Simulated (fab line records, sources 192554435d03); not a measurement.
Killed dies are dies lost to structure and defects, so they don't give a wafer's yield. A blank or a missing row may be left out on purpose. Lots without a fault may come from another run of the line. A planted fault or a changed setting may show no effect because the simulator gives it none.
fab line records | flow n5_finfet
record lots=7 wafers=21
route steps=1938 shown BEOL_M5@1132 BEOL_M6@1233 BEOL_M7@1309 BEOL_M8@1359 BEOL_M9@1419 BEOL_M10@1477
start_h: hours from the record's first day to the start of the lot's first wafer shown | wait_h: hours since the lot's step before | " the same as in the row above | L1.1+2: a row that stands for several wafers | - no value, or no start given | * or withheld: withheld | < > ~ a bound
route shown NAME@n: a module of which the file shows steps, and the number in the route of the first | usual: mean/standard deviation of fault-free wafers | same: alike in all rows | chamber/n: place in a boat | sites: the reading at each site | _std_site: their standard deviation | _edge_site: outer sites' mean less inner sites' | radius_mm: how far each site lies from the wafer's centre | mask NAME#n: copy n | behind: the tool/chamber that last shaped the wafer | hold: why the lot was held/for how many hours/how that ended | device: the transistor (n, p or np) that didn't switch | end of line: the same wafers' tests at the end of the route | a step without rows: its recipe alone | killed: dies lost to structure and defects at the first sort, not the wafer's yield | map: a wafer's dies, x killed, . not, _ none there
set.NAME: the setting as run; set.NAME@STEP: as run at that earlier step | model.NAME: the simulator's own value behind a step, which no gauge read
lots whose settings were changed on purpose; a table a step, a row a wafer
## steps
# step N5_BEOL_M5_ETCH_62
# recipe chemistry=N2/H2 target=SOC target_depth_a=750 overetch_a=150 mask_material=SiARC temp_c=40 time_s=112.5 ion_energy_ev=200 pressure_mtorr=30 source_w=840 bias_w=150 n2_flow_sccm=200 h2_flow_sccm=200
# usual rf_vpp_V=524.8/2.4
# columns lot.wafer tool chamber start_h wait_h set.source_w rf_vpp_V
L076.2 rie_diel-06 0 172.43 0.0 887.9 516.6
L076.3 " 2 " " 887.9 511.4
L076.6 " 1 " " 840 526.8
L086.1 rie_diel-05 0 251.69 0.0 840 525.9
L086.5 " 1 " " 840 526.5
L086.6 " 2 " " 840 526.3
L087.1 rie_diel-03 3 259.54 0.0 840 527.8
L087.2 " 1 " " 758.8 542.6
L087.4 " 1 " " 758.8 543.9
L088.1 rie_diel-05 0 259.73 0.0 840 527.5
L088.5 " 1 " " 955.2 504.7
L088.6 " 0 " " 840 525.4
L089.1 rie_diel-06 1 276.97 0.0 840 526.2
L089.2 " 0 " " 945.2 507.0
L089.3 " 3 " " 945.2 499.6
L094.1 rie_diel-06 0 289.60 0.0 840 526.9
L094.3 " 2 " " 840 520.3
L094.6 " 0 " " 840 526.9
L095.2 rie_diel-05 3 292.02 0.0 878.5 515.2
L095.3 " 0 " " 840 526.8
L095.4 " 3 " " 878.5 515.0
# step N5_BEOL_M5_COAT_65
# recipe resist=SOC temp_c=250 time_s=60 spin_rpm=1500 resist_thk_nm=60
# columns lot.wafer tool chamber start_h wait_h set.spin_rpm model.SOC_of_BEOL_M5_COAT_65.thk_nm
L076.2 litho_track-04 0 173.31 0.4 1543 59.2
L076.3+6 " 0 " " 1500 60
L086.1 litho_track-04 0 252.48 0.0 1500 60
L086.5+6 " 0 " " 1500 59.8
L087.1 litho_track-04 0 259.98 0.0 1572 58.6
L087.2 " 0 " " 1500 60.2
L087.4 " 0 " " 1572 58.8
L088.1 litho_track-01 0 260.26 0.2 1583 58.8
L088.5+6 " 0 " " 1500 60.4
L089.1 litho_track-01 0 277.48 0.0 1389 62.6
L089.2+3 " 0 " " 1500 60
L094.1+6 litho_track-01 0 292.35 2.2 1500 60
L094.3 " 0 " " 1500 60.2
L095.2 litho_track-01 0 292.50 0.1 1500 60.2
L095.3 " 0 " " 1362 63
L095.4 " 0 " " 1362 63.2
# step N5_BEOL_M5_EXPOSE_25
# recipe mask_id=V4 na=0.33 source_shape=quasar sigma_inner=0.2 sigma_outer=0.6 polarization=unpolarized defocus_nm=10 dose_mj=52.75
# columns lot.wafer tool chamber start_h wait_h mask set.dose_mj
L076.2+6 euv_scanner-01 0 173.58 - V4#0 50.78
L076.3 " 0 " " V4#0 52.75
L086.1+5 euv_scanner-01 0 252.62 - V4#0 52.75
L086.6 " 0 " " V4#0 50.1
L087.1+2+4 euv_scanner-02 0 260.24 - V4#0 52.75
L088.1+6 euv_scanner-01 0 260.52 - V4#0 52.75
L088.5 " 0 " " V4#0 55.13
L089.1+2 euv_scanner-01 0 277.74 - V4#0 55.96
L089.3 " 0 " " V4#0 52.75
L094.1+3+6 euv_scanner-02 0 292.66 - V4#0 52.75
L095.2+4 euv_scanner-02 0 292.72 - V4#0 51.45
L095.3 " 0 " " V4#0 52.75
# step N5_BEOL_M5_PEB_26
# recipe peb_temp_c=100 peb_time_s=60 resist=CAR-EUV
# step N5_BEOL_M5_DEVELOP_27
# recipe develop_time_s=30 developer=TMAH resist=CAR-EUV rinse_liquid=surfactant_rinse dry=air_spin dev_temp_c=23
# step N5_BEOL_M5_CD_MEAS_28
# recipe target_cd_nm=30.6 landing_energy_ev=500 detector=se_inlens target_cd_y_nm=20 polarity=opening
# usual cd_nm=30.76/0.28
# columns lot.wafer tool chamber start_h wait_h set.dose_mj@BEOL_M5_EXPOSE_25 cd_nm
L076.2 cd_sem-02 0 173.71 - 50.78 29.54
L076.3 " 0 " " 52.75 30.43
L076.6 " 0 " " 50.78 29.65
L086.1 cd_sem-02 0 252.75 - 52.75 30.49
L086.5 " 0 " " 52.75 30.91
L086.6 " 0 " " 50.1 29.74
L087.1 cd_sem-02 0 260.38 - 52.75 31.00
L087.2 " 0 " " 52.75 30.94
L087.4 " 0 " " 52.75 31.03
L088.1 cd_sem-02 0 260.66 - 52.75 30.67
L088.5 " 0 " " 55.13 31.95
L088.6 " 0 " " 52.75 30.76
L089.1 cd_sem-03 0 277.88 - 55.96 32.50
L089.2 " 0 " " 55.96 32.37
L089.3 " 0 " " 52.75 30.88
L094.1 cd_sem-02 0 292.80 - 52.75 30.47
L094.3 " 0 " " 52.75 30.97
L094.6 " 0 " " 52.75 30.86
L095.2 cd_sem-03 0 292.85 - 51.45 30.56
L095.3 " 0 " " 52.75 30.32
L095.4 " 0 " " 51.45 29.99
# step N5_BEOL_M5_ETCH_75
# recipe chemistry=N2/H2 target=underlayer target_depth_a=65 mask_material=CAR-EUV time_s=5.2 ion_energy_ev=200 pressure_mtorr=30 source_w=840 bias_w=150 n2_flow_sccm=200 h2_flow_sccm=200 ends=cleared
# step N5_BEOL_M5_ETCH_67
# recipe chemistry=CF4 target=SiARC target_depth_a=156 mask_material=CAR-EUV time_s=26 ion_energy_ev=80 pressure_mtorr=40 source_w=545 bias_w=36 Ar_flow_sccm=100 cf4_flow_sccm=100 ends=cleared
# step N5_BEOL_M5_ETCH_68
# recipe chemistry=N2/H2 target=SOC target_depth_a=800 overetch_a=160 mask_material=SiARC temp_c=40 time_s=120 ion_energy_ev=200 pressure_mtorr=30 source_w=840 bias_w=150 n2_flow_sccm=200 h2_flow_sccm=200
# columns lot.wafer tool chamber start_h wait_h set.spin_rpm@BEOL_M5_COAT_65 model.etch.depth_nm
L076.2 rie_diel-06 1 173.91 0.0 1543 59.2
L076.3 " 2 " " 1500 59.97
L076.6 " 3 " " 1500 59.96
L086.1 rie_diel-06 0 253.97 0.0 1500 59.92
L086.5 " 2 " " 1500 59.74
L086.6 " 1 " " 1500 59.82
L087.1 rie_diel-05 2 260.67 0.0 1572 58.61
L087.2 " 1 " " 1500 60.28
L087.4 " 3 " " 1572 58.84
L088.1 rie_diel-06 0 260.86 0.0 1583 58.79
L088.5 " 3 " " 1500 60.31
L088.6 " 0 " " 1500 60.4
L089.1 rie_diel-06 2 278.29 0.0 1389 62.64
L089.2+3 " 0,1 " " 1500 60.1
L094.1+6 rie_diel-03 0 293.25 0.0 1500 60.08
L094.3 " 1 " " 1500 60.24
L095.2 rie_diel-05 3 293.46 0.0 1500 60.21
L095.3 " 2 " " 1362 63.06
L095.4 " 3 " " 1362 63.16
# step N5_BEOL_M5_STRIP_69
# recipe chemistry=N2/H2 temp_c=40 n2_flow_sccm=200 h2_flow_sccm=200 rf_frequency_hz=6e+07
# step N5_BEOL_M5_STRIP_76
# recipe chemistry=N2/H2 temp_c=40 n2_flow_sccm=200 h2_flow_sccm=200 rf_frequency_hz=6e+07
# step N5_BEOL_M5_VIA_ETCH_34
# recipe chemistry=C4F6/O2 target=SiCOH_lowk target_depth_a=883 mask_material=SOC taper_deg=4 time_s=39.2 ion_energy_ev=250 pressure_mtorr=30 source_w=345 bias_w=185 Ar_flow_sccm=300 C4F6_flow_sccm=10 O2_flow_sccm=10
# columns lot.wafer tool chamber start_h wait_h set.spin_rpm@BEOL_M5_COAT_65 model.SOC_of_BEOL_M5_COAT_65.thk_nm
L076.2 rie_diel-06 1 174.01 0.0 1543 55
L076.3+6 " 2,3 " " 1500 55.8
L086.1+6 rie_diel-06 0,1 254.07 0.0 1500 55.8
L086.5 " 2 " " 1500 55.6
L087.1 rie_diel-05 2 260.77 0.0 1572 54.4
L087.2 " 1 " " 1500 56.4
L087.4 " 3 " " 1572 54.8
L088.1 rie_diel-06 0 260.96 0.0 1583 54.8
L088.5 " 3 " " 1500 56.2
L088.6 " 0 " " 1500 56.4
L089.1 rie_diel-06 2 278.39 0.0 1389 58.6
L089.2+3 " 0,1 " " 1500 56
L094.1+3 rie_diel-03 0,1 293.35 0.0 1500 56.2
L094.6 " 0 " " 1500 56
L095.2 rie_diel-05 3 293.56 0.0 1500 56
L095.3+4 " 2,3 " " 1362 59
# step N5_BEOL_M6_ETCH_66
# recipe chemistry=N2/H2 target=SOC target_depth_a=800 overetch_a=160 mask_material=SiARC temp_c=40 time_s=120 ion_energy_ev=200 pressure_mtorr=30 source_w=840 bias_w=150 n2_flow_sccm=200 h2_flow_sccm=200
# usual rf_vpp_V=524.1/2
# columns lot.wafer tool chamber start_h wait_h set.bias_w rf_vpp_V model.SiARC_of_BEOL_M6_COAT_64.thk_nm
L076.2 rie_diel-02 2 185.48 0.0 150 523.3 6.4
L076.3 " 0 " " 150 522.8 6.2
L076.6 " 3 " " 163 552.7 6
L086.1 rie_diel-02 2 268.58 0.0 140.6 499.8 7
L086.5 " 2 " " 150 521.2 6.4
L086.6 " 3 " " 150 522.7 6.6
L087.1 rie_diel-02 0 274.14 0.0 124.6 465.7 7.4
L087.2 " 1 " " 124.6 463.6 7.6
L087.4 " 3 " " 150 523.9 6.6
L088.1 rie_diel-01 0 274.53 0.0 135.1 492.9 7
L088.5 " 0 " " 135.1 492.4 7
L088.6 " 3 " " 150 523.5 6.8
L089.1 rie_diel-01 2 292.98 0.0 160.6 548.0 5.8
L089.2 " 3 " " 160.6 547.6 6.2
L089.3 " 0 " " 150 524.6 6.2
L094.1 rie_diel-01 3 305.14 0.0 150 524.8 6.8
L094.3 " 0 " " 150 526.2 6.4
L094.6 " 1 " " 150 525.1 6.4
L095.2 rie_diel-02 2 305.51 0.0 150 521.3 6.4
L095.3 " 1 " " 150 521.7 6.6
L095.4 " 3 " " 176.4 578.3 5.6
# step N5_BEOL_M7_ETCH_41
# recipe chemistry=CH3F/O2 target=SiCN target_depth_a=319 taper_deg=2 time_s=57.8 ion_energy_ev=120 mask_material=TiN pressure_mtorr=30 source_w=395 bias_w=75 Ar_flow_sccm=150 CH3F_flow_sccm=30 O2_flow_sccm=20
# usual rf_vpp_V=298.1/1.3
# columns lot.wafer tool chamber start_h wait_h set.source_w rf_vpp_V model.etch.depth_nm
L076.2 rie_diel-05 3 - - 395 296.2 21.75
L076.3 " 0 " " 427.9 291.3 23.23
L076.6 " 1 " " 395 298.1 21.32
L086.1 rie_diel-03 3 - - 395 296.9 21.6
L086.5 " 2 " " 395 297.8 21.16
L086.6 " 3 " " 395 296.6 21.53
L088.1 rie_diel-05 2 - - 395 299.7 21.58
L088.5 " 2 " " 361.7 308.3 20.92
L088.6 " 0 " " 395 297.0 22.97
L087.1 rie_diel-03 2 - - 341.6 313.3 20.01
L087.2 " 0 " " 395 298.2 21.56
L087.4 " 2 " " 341.6 312.0 20.07
L089.1 rie_diel-05 3 - - 463.2 280.9 23.91
L089.2 " 1 " " 395 299.9 21.82
L089.3 " 0 " " 395 298.6 22.67
L094.1 rie_diel-05 2 - - 395 300.8 21.63
L094.3 " 0 " " 395 298.6 22.66
L094.6 " 0 " " 395 296.9 22.57
L095.2 rie_diel-06 3 - - 462 279.4 22.81
L095.3 " 0 " " 395 298.3 21.41
L095.4 " 2 " " 462 279.9 23.36
# step N5_BEOL_M8_COAT_22
# recipe resist=CAR-EUV spin_rpm=1500 resist_thk_nm=30
# columns lot.wafer tool chamber start_h wait_h set.spin_rpm model.CAR-EUV_of_BEOL_M8_COAT_22.thk_nm
L076.2 litho_track-04 0 - - 1500 29.8
L076.3 " 0 " " 1500 30
L076.6 " 0 " " 1591 29
L086.1 litho_track-05 0 - - 1500 30
L086.5 " 0 " " 1631 28.8
L086.6 " 0 " " 1631 29
L088.1+5+6 litho_track-02 0 - - 1456 30.4
L087.1+4 litho_track-05 0 - - 1500 30.2
L087.2 " 0 " " 1404 31.2
L089.1+3 litho_track-02 0 - - 1500 30
L089.2 " 0 " " 1603 29
L094.1+3 litho_track-02 0 - - 1500 30.2
L094.6 " 0 " " 1500 30
L095.2+3 litho_track-04 0 - - 1500 29.8
L095.4 " 0 " " 1500 30
# step N5_BEOL_M8_ETCH_66
# recipe chemistry=N2/H2 target=SOC target_depth_a=800 overetch_a=160 mask_material=SiARC temp_c=40 time_s=120 ion_energy_ev=200 pressure_mtorr=30 source_w=840 bias_w=150 n2_flow_sccm=200 h2_flow_sccm=200
# usual rf_vpp_V=524.1/2
# columns lot.wafer tool chamber start_h wait_h set.source_w rf_vpp_V
L076.2 rie_diel-02 0 211.20 0.0 695.1 556.9
L076.3 " 3 " " 695.1 556.9
L076.6 " 3 " " 695.1 555.8
L086.1 rie_diel-02 3 283.99 0.0 840 523.4
L086.5 " 2 " " 840 521.3
L086.6 " 1 " " 766.9 537.9
L088.1 rie_diel-02 1 292.86 0.0 840 521.1
L088.5 " 2 " " 981 496.0
L088.6 " 1 " " 840 520.9
L087.1 rie_diel-01 1 298.94 0.0 840 524.3
L087.2 " 2 " " 973.7 500.6
L087.4 " 3 " " 973.7 498.9
L089.1 rie_diel-04 2 309.38 0.0 840 525.7
L089.2 " 0 " " 840 522.3
L089.3 " 1 " " 764.7 543.6
L094.1 rie_diel-02 1 320.31 0.0 840 520.7
L094.3 " 3 " " 840 521.9
L094.6 " 3 " " 840 524.1
L095.2 rie_diel-04 0 321.04 0.0 738.5 545.6
L095.3 " 2 " " 840 524.6
L095.4 " 3 " " 738.5 547.1
# step N5_BEOL_M9_ETCH_62
# recipe chemistry=N2/H2 target=SOC target_depth_a=1100 overetch_a=220 mask_material=SiARC temp_c=40 time_s=165 ion_energy_ev=200 pressure_mtorr=30 source_w=840 bias_w=150 n2_flow_sccm=200 h2_flow_sccm=200
# columns lot.wafer tool chamber start_h wait_h set.time_s model.SiARC_of_BEOL_M9_COAT_60.thk_nm
L076.2 rie_diel-06 0 215.96 0.0 142.1 24.4
L076.3 " 3 " " 165 23.4
L076.6 " 2 " " 165 23.2
L086.1 rie_diel-03 1 290.01 0.0 165 23.8
L086.5 " 2 " " 165 24
L086.6 " 0 " " 179.6 22.8
L088.1 rie_diel-03 0 299.94 0.0 165 23.4
L088.5 " 2 " " 165 23.8
L088.6 " 1 " " 165 23.6
L087.1 rie_diel-06 1 304.10 0.0 200.4 22.2
L087.2 " 0 " " 165 23.6
L087.4 " 2 " " 200.4 21.6
L089.1 rie_diel-05 1 314.75 0.0 180.6 23
L089.2 " 3 " " 180.6 22.4
L089.3 " 2 " " 165 23.8
L094.1 rie_diel-05 1 329.15 0.0 165 23.4
L094.3 " 2 " " 165 23.6
L094.6 " 3 " " 165 23
L095.2 rie_diel-05 2 329.40 0.0 189.3 22.8
L095.3 " 0 " " 165 23
L095.4 " 1 " " 189.3 22.6
# step N5_BEOL_M9_STRIP_68
# recipe chemistry=N2/H2 temp_c=40 n2_flow_sccm=200 h2_flow_sccm=200 rf_frequency_hz=6e+07
# step N5_BEOL_M9_STRIP_67
# recipe chemistry=CF4 resist=SiARC power_w=300 bias_power_w=75 pressure_mtorr=50 cf4_flow_sccm=150 rf_frequency_hz=6e+07
# step N5_BEOL_M9_HM_OPEN_17
# recipe chemistry=Cl2/BCl3 target_depth_a=200 overetch_a=60 target=TiN mask_material=SOC ion_energy_ev=150 pressure_mtorr=10 icp_w=1000 bias_w=126 Cl2_flow_sccm=53.25 bcl3_flow_sccm=21.75 Ar_flow_sccm=25
# columns lot.wafer tool chamber start_h wait_h set.time_s@BEOL_M9_ETCH_62 model.etch.depth_nm
L076.2 rie_metal-02 1 216.15 0.0 142.1 19.88
L076.3 " 1 " " 165 20.1
L076.6 " 0 " " 165 19.98
L086.1 rie_metal-03 1 290.19 0.0 165 20.2
L086.5 " 1 " " 165 20.39
L086.6 " 0 " " 179.6 18.9
L088.1 rie_metal-03 0 300.12 0.0 165 20.26
L088.5 " 0 " " 165 19.96
L088.6 " 1 " " 165 20.06
L087.1 rie_metal-02 0 304.29 0.0 200.4 16.38
L087.2 " 1 " " 165 19.93
L087.4 " 0 " " 200.4 16.93
L089.1 rie_metal-01 0 314.93 0.0 180.6 19.08
L089.2 " 1 " " 180.6 18.64
L089.3 " 0 " " 165 19.98
L094.1 rie_metal-02 1 329.33 0.0 165 20.14
L094.3 " 1 " " 165 20.35
L094.6 " 1 " " 165 20.37
L095.2 rie_metal-01 1 329.58 0.0 189.3 17.64
L095.3 " 0 " " 165 20.41
L095.4 " 1 " " 189.3 17.88
# step N5_BEOL_M10_COAT_05
# recipe resist=CAR-ArF spin_rpm=1500 resist_thk_nm=90
# columns lot.wafer tool chamber start_h wait_h set.spin_rpm model.CAR-ArF_of_BEOL_M10_COAT_05.thk_nm
L076.2+6 litho_track-02 0 - - 1500 90.2
L076.3 " 0 " " 1500 90.4
L086.1 litho_track-04 0 - - 1500 89.6
L086.5 " 0 " " 1667 85
L086.6 " 0 " " 1500 89.8
L088.1+5 litho_track-01 0 - - 1407 92.6
L088.6 " 0 " " 1500 89.8
L087.1 litho_track-02 0 - - 1636 86.2
L087.2 " 0 " " 1636 86.6
L087.4 " 0 " " 1500 90.2
L089.1 litho_track-01 0 - - 1500 90.6
L089.2 " 0 " " 1653 86
L089.3 " 0 " " 1653 86.2
L095.2+3 litho_track-01 0 - - 1500 90
L095.4 " 0 " " 1354 95
L094.1 litho_track-01 0 - - 1500 90
L094.3 " 0 " " 1500 90.2
L094.6 " 0 " " 1500 89.8
# step N5_BEOL_M10_EBR_07
# recipe solvent=PGMEA ebr_width_mm=1.5
# step N5_BEOL_M10_SOFTBAKE_06
# recipe temp_c=110 time_s=60 resist=CAR-ArF
# step N5_BEOL_M10_DESCUM_16
# recipe chemistry=O2 time_s=7.9 source_power_w=50 bias_power_w=20 pressure_mtorr=20 rf_frequency_hz=2.712e+07 temp_c=40 resist=CAR-ArF o2_flow_sccm=225
# columns lot.wafer tool chamber start_h wait_h set.spin_rpm@BEOL_M10_COAT_05 model.CAR-ArF_of_BEOL_M10_COAT_05.thk_nm
L076.2+6 rie_diel-01 3,1 222.89 0.0 1500 83.6
L076.3 " 0 " " 1500 84
L086.1 rie_diel-02 3 299.87 0.1 1500 83.2
L086.5 " 3 " " 1667 78.6
L086.6 " 2 " " 1500 83.4
L088.1 rie_diel-04 1 309.95 0.0 1407 85.8
L088.5 " 0 " " 1407 86.2
L088.6 " 1 " " 1500 83.2
L087.1 rie_diel-02 1 312.71 0.2 1636 79.6
L087.2 " 0 " " 1636 80
L087.4 " 2 " " 1500 83.8
L089.1 rie_diel-04 2 321.49 0.3 1500 84.2
L089.2+3 " 1,3 " " 1653 79.4
L095.2+3 rie_diel-04 0,2 341.01 0.0 1500 83.6
L095.4 " 2 " " 1354 88.6
L094.1 rie_diel-04 2 341.26 0.1 1500 83.6
L094.3 " 0 " " 1500 83.8
L094.6 " 0 " " 1500 83.4
# step N5_BEOL_M10_ETCH_61
# recipe chemistry=CF4 target=SiARC target_depth_a=390 mask_material=CAR-ArF time_s=65 ion_energy_ev=80 pressure_mtorr=40 source_w=545 bias_w=36 Ar_flow_sccm=100 cf4_flow_sccm=100 ends=cleared
# columns lot.wafer tool chamber start_h wait_h set.cf4_flow_sccm set.spin_rpm@BEOL_M10_COAT_05 model.CAR-ArF_of_BEOL_M10_COAT_05.thk_nm
L076.2 rie_diel-01 3 222.93 0.0 100 1500 55.6
L076.3 " 0 " " 100 1500 56
L076.6 " 1 " " 116.9 1500 55.8
L086.1+6 rie_diel-02 3,2 299.90 0.0 100 1500 55.4
L086.5 " 3 " " 100 1667 50.8
L088.1 rie_diel-04 1 309.98 0.0 93.79 1407 58
L088.5 " 0 " " 100 1407 58.2
L088.6 " 1 " " 100 1500 55.2
L087.1 rie_diel-02 1 312.75 0.0 100 1636 51.6
L087.2 " 0 " " 94.21 1636 52
L087.4 " 2 " " 100 1500 55.8
L089.1 rie_diel-04 2 321.53 0.0 100 1500 56.2
L089.2 " 1 " " 78.53 1653 51.2
L089.3 " 3 " " 78.53 1653 51.4
L095.2 rie_diel-04 0 341.05 0.0 84.27 1500 55.4
L095.3 " 2 " " 84.27 1500 55.6
L095.4 " 2 " " 84.27 1354 60.8
L094.1 rie_diel-04 2 341.30 0.0 100 1500 55.6
L094.3 " 0 " " 100 1500 55.8
L094.6 " 0 " " 100 1500 55.4
## key
split step=N5_BEOL_M5_ETCH_62 setting=source_w stated=840 by=wafer
response step=N5_BEOL_M5_ETCH_62 reading=rf_vpp_V change=-1.75 per=1% r=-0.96
split step=N5_BEOL_M5_COAT_65 setting=spin_rpm stated=1500 by=wafer
response step=N5_BEOL_M5_COAT_65 reading=model.SOC_of_BEOL_M5_COAT_65.thk_nm change=-0.319 per=1% r=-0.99
response step=N5_BEOL_M5_ETCH_68 reading=model.etch.depth_nm change=-0.317 per=1% r=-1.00
response step=N5_BEOL_M5_VIA_ETCH_34 reading=model.SOC_of_BEOL_M5_COAT_65.thk_nm change=-0.328 per=1% r=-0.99
split step=N5_BEOL_M5_EXPOSE_25 setting=dose_mj stated=52.75 by=wafer
response step=N5_BEOL_M5_CD_MEAS_28 reading=cd_nm change=+0.225 per=1% r=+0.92
split step=N5_BEOL_M6_ETCH_66 setting=bias_w stated=150 by=wafer
response step=N5_BEOL_M6_ETCH_66 reading=rf_vpp_V change=+3.34 per=1% r=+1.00
response step=N5_BEOL_M6_ETCH_66 reading=model.SiARC_of_BEOL_M6_COAT_64.thk_nm change=-0.0468 per=1% r=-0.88
split step=N5_BEOL_M7_ETCH_41 setting=source_w stated=395 by=wafer
response step=N5_BEOL_M7_ETCH_41 reading=rf_vpp_V change=-1.06 per=1% r=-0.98
response step=N5_BEOL_M7_ETCH_41 reading=model.etch.depth_nm change=+0.114 per=1% r=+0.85
split step=N5_BEOL_M8_COAT_22 setting=spin_rpm stated=1500 by=wafer
response step=N5_BEOL_M8_COAT_22 reading=model.CAR-EUV_of_BEOL_M8_COAT_22.thk_nm change=-0.141 per=1% r=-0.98
split step=N5_BEOL_M8_ETCH_66 setting=source_w stated=840 by=wafer
response step=N5_BEOL_M8_ETCH_66 reading=rf_vpp_V change=-1.65 per=1% r=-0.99
split step=N5_BEOL_M9_ETCH_62 setting=time_s stated=165 by=wafer
response step=N5_BEOL_M9_ETCH_62 reading=model.SiARC_of_BEOL_M9_COAT_60.thk_nm change=-0.0735 per=1% r=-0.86
response step=N5_BEOL_M9_HM_OPEN_17 reading=model.etch.depth_nm shape=bent at_lowest=19.88 at_stated=20.16 at_highest=16.66
split step=N5_BEOL_M10_COAT_05 setting=spin_rpm stated=1500 by=wafer
response step=N5_BEOL_M10_COAT_05 reading=model.CAR-ArF_of_BEOL_M10_COAT_05.thk_nm change=-0.448 per=1% r=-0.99
response step=N5_BEOL_M10_DESCUM_16 reading=model.CAR-ArF_of_BEOL_M10_COAT_05.thk_nm change=-0.459 per=1% r=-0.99
response step=N5_BEOL_M10_ETCH_61 reading=model.CAR-ArF_of_BEOL_M10_COAT_05.thk_nm change=-0.467 per=1% r=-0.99
split step=N5_BEOL_M10_ETCH_61 setting=cf4_flow_sccm stated=100 by=wafer
response none clear
